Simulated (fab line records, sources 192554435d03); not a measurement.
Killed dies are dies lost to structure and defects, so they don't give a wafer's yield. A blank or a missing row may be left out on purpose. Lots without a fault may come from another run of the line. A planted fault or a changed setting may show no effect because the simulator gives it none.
Split-lot experiment | flow n5_finfet | 7 lots, 21 wafers read, on a route of 1938 steps

THE SPLIT
At N5_BEOL_M6_EXPOSE_25 (exposes mask V5, target cd 40 nm), the setting dose_mj was moved away from the recipe's 45 on 8 of the 21 wafers read, by -3.3% to +5.7%. The other wafers ran this setting at the recipe's value.

FROM THE SPLIT TO THE READING: what the file shows between them, 2 steps
- N5_BEOL_M6_PEB_26: peb time 60 s
- N5_BEOL_M6_DEVELOP_27: develop time 30 s

THE READING
cd_nm, in nm, at N5_BEOL_M6_CD_MEAS_28 (target cd 40 nm). Fault-free wafers of this fab line usually give 39.99 nm, standard deviation 0.24 nm.

wafer  | tool, chamber at the split | dose_mj as run | against the recipe | cd_nm, nm | against lot-mates on the recipe
L074.3 | euv_scanner-01, 0          | 45             | recipe             | 39.68     | -
L074.4 | euv_scanner-01, 0          | 45             | recipe             | 39.82     | -
L074.6 | euv_scanner-01, 0          | 45             | recipe             | 40.26     | -
L075.2 | euv_scanner-01, 0          | 45             | recipe             | 40.11     | -
L075.3 | euv_scanner-01, 0          | 45             | recipe             | 40.10     | -
L075.5 | euv_scanner-01, 0          | 45             | recipe             | 40.36     | -
L083.2 | euv_scanner-01, 0          | 45             | recipe             | 39.95     | -
L083.3 | euv_scanner-01, 0          | 46.88          | +4.2%              | 40.51     | +0.56
L083.4 | euv_scanner-01, 0          | 46.88          | +4.2%              | 41.13     | +1.18
L088.2 | euv_scanner-02, 0          | 45             | recipe             | 39.81     | -
L088.3 | euv_scanner-02, 0          | 45             | recipe             | 39.57     | -
L088.5 | euv_scanner-02, 0          | 45             | recipe             | 39.93     | -
L091.3 | euv_scanner-02, 0          | 45             | recipe             | 40.28     | -
L091.4 | euv_scanner-02, 0          | 47.57          | +5.7%              | 41.17     | +0.89
L091.5 | euv_scanner-02, 0          | 47.57          | +5.7%              | 41.15     | +0.87
L096.1 | euv_scanner-02, 0          | 43.51          | -3.3%              | 39.15     | -0.84
L096.2 | euv_scanner-02, 0          | 45             | recipe             | 39.99     | -
L096.3 | euv_scanner-02, 0          | 43.51          | -3.3%              | 39.22     | -0.77
L097.2 | euv_scanner-02, 0          | 46.23          | +2.7%              | 40.78     | +0.98
L097.3 | euv_scanner-02, 0          | 45             | recipe             | 39.80     | -
L097.4 | euv_scanner-02, 0          | 46.23          | +2.7%              | 40.39     | +0.59

THE FIT
A straight line over all 21 wafers: cd_nm changes by +0.215 nm for each +1% of dose_mj; r = +0.92; the points scatter about the line by 0.23 nm.
The same after taking each lot's own level away (the mean of its wafers on the recipe; 21 wafers): +0.198 nm for each +1%; r = +0.92; scatter 0.21 nm.
On that fit, the largest move of dose_mj shifts the reading by 1.1 nm.
The lots' own levels span 39.770 to 40.280 nm, that is 2.1 times the standard deviation above.
So the lot-to-lot level changes the slope little: the two slopes agree.
Check: with one of the wafers moved furthest among these (+5.7%) left out of the fit, the line predicts +1.19 nm for it against its lot-mates. It came out at +0.89 nm against them.

OTHER SPLITS ON THESE WAFERS
These wafers also went through other splits before the reading. Each is held against what the fit with the lots' levels taken away leaves over:
other split on the same wafers     | wafers away from the commonest value | r with cd_nm (lot level and that fit taken away)
N5_BEOL_M3_ETCH_64 time_s          | 10                                   | -0.14
N5_BEOL_M3_COAT_76 spin_rpm        | 9                                    | +0.10
N5_BEOL_M3_EXPOSE_25 dose_mj       | 8                                    | -0.26
N5_BEOL_M4_COAT_67 spin_rpm        | 8                                    | -0.49
N5_BEOL_M4_COAT_22 spin_rpm        | 11                                   | +0.57
N5_BEOL_M5_TRENCH_ETCH_37 source_w | 6                                    | -0.23
N5_BEOL_M5_ETCH_41 source_w        | 6                                    | +0.09

THE WHOLE CHAIN: every reading that the file lists as answering this split, in the file's order
step                  | what it does                                                | reading                                                        | change (the file's fit)               | r (the file's)
N5_BEOL_M6_CD_MEAS_28 | target cd 40 nm                                             | cd_nm                                                          | +0.197 nm for each +1% of the setting | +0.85
N5_BEOL_M6_DESCUM_33  | chemistry O2, time 7 s                                      | BEOL_M6.cd_nm (the simulator's own value, which no gauge read) | +0.194 nm for each +1% of the setting | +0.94
N5_BEOL_M6_ETCH_72    | etches underlayer in N2/H2, target depth 6.5 nm, time 5.2 s | BEOL_M6.cd_nm (the simulator's own value, which no gauge read) | +0.215 nm for each +1% of the setting | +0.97
N5_BEOL_M6_ETCH_65    | etches SiARC in CF4, target depth 15.6 nm, time 26 s        | BEOL_M6.cd_nm (the simulator's own value, which no gauge read) | +0.183 nm for each +1% of the setting | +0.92

THE FILE'S OWN FIT
cd_nm changes by +0.197 nm for each +1% of dose_mj, r = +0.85.
